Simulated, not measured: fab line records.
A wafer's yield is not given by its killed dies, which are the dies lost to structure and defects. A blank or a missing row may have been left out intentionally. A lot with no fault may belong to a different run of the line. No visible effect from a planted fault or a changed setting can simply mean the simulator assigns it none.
Chamber matching    flow n5_finfet    4 sister chambers for N5_WELL_APT_DESCUM_13 on rie_diel-01
The step chemistry O2, time 7.9 s. 22 wafers are shown with their chamber, then 10 later ones without.

EACH WAFER AND ITS CHAMBER
wafer   chamber  showerhead_plenum_p_Torr (Torr)  drypump_motor_current_A (A)  throttle_valve_pct (%)
L078.1  1        2.19                             5.9                          20.48
L078.2  3        2.09                             5.7                          20.53
L078.4  2        2.00                             5.6                          20.39
L079.1  0        2.21                             6.0                          20.61
L079.3  1        2.19                             5.9                          20.48
L079.4  2        2.00                             5.5                          20.40
L081.2  2        1.99                             5.6                          20.40
L081.3  3        2.09                             5.7                          20.55
L081.6  3        2.09                             5.7                          20.54
L084.3  2        1.99                             5.6                          20.42
L084.4  0        2.21                             6.0                          20.63
L084.6  2        1.99                             5.5                          20.42
L085.1  2        1.99                             5.6                          20.41
L085.3  0        2.21                             6.0                          20.63
L085.5  0        2.21                             6.0                          20.65
L087.1  3        2.09                             5.7                          20.58
L087.5  0        2.21                             6.0                          20.65
L087.6  3        2.09                             5.7                          20.58
L089.3  0        2.21                             6.0                          20.66
L089.5  2        1.99                             5.6                          20.45
L089.6  3        2.09                             5.7                          20.59
L092.1  3        2.08                             5.7                          20.60

SIGNATURES, as means of the wafers listed above
reading                   chamber 0  chamber 1  chamber 2  chamber 3  scatter within a chamber
showerhead_plenum_p_Torr  2.2100     2.1900     1.9929     2.0886     0.00356
drypump_motor_current_A   6.000      5.900      5.571      5.700      0.0282
throttle_valve_pct        20.6383    20.4800    20.4129    20.5671    0.0216
Rule: for each reading, subtract the chamber's mean from the wafer's reading, divide by that reading's scatter and square the result; add these up over the readings and take the root, which gives the wafer's distance from the chamber. If the next closest chamber is less than 2 further off than the closest, the wafer can't be placed; otherwise it belongs to the closest. The scatter: take each reading less its chamber's mean, square it, sum over the shown wafers, divide by the number of wafers less the number of chambers, and take the root.

WAFERS WITHOUT THEIR CHAMBER
wafer   showerhead_plenum_p_Torr (Torr)  drypump_motor_current_A (A)  throttle_valve_pct (%)
L092.4  2.18                             5.9                          20.52
L092.6  2.20                             6.0                          20.66
L094.3  2.20                             6.0                          20.68
L094.4  2.08                             5.7                          20.60
L094.6  2.18                             5.9                          20.52
L095.1  2.20                             6.0                          20.67
L095.5  2.20                             6.0                          20.67
L097.3  2.20                             6.0                          20.67
L097.4  2.25                             5.5                          20.12
L097.6  2.20                             6.0                          20.70

WHICH CHAMBER EACH ONE RAN IN
wafer    from the rows above   in truth
L092.4   1                     1
L092.6   0                     0
L094.3   0                     0
L094.4   3                     3
L094.6   1                     1
L095.1   0                     0
L095.5   0                     0
L097.3   0                     0
L097.4   1                     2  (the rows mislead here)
L097.6   0                     0
9 of 10 placed correctly. Not placeable from these rows: 0. Placed wrongly: 1.
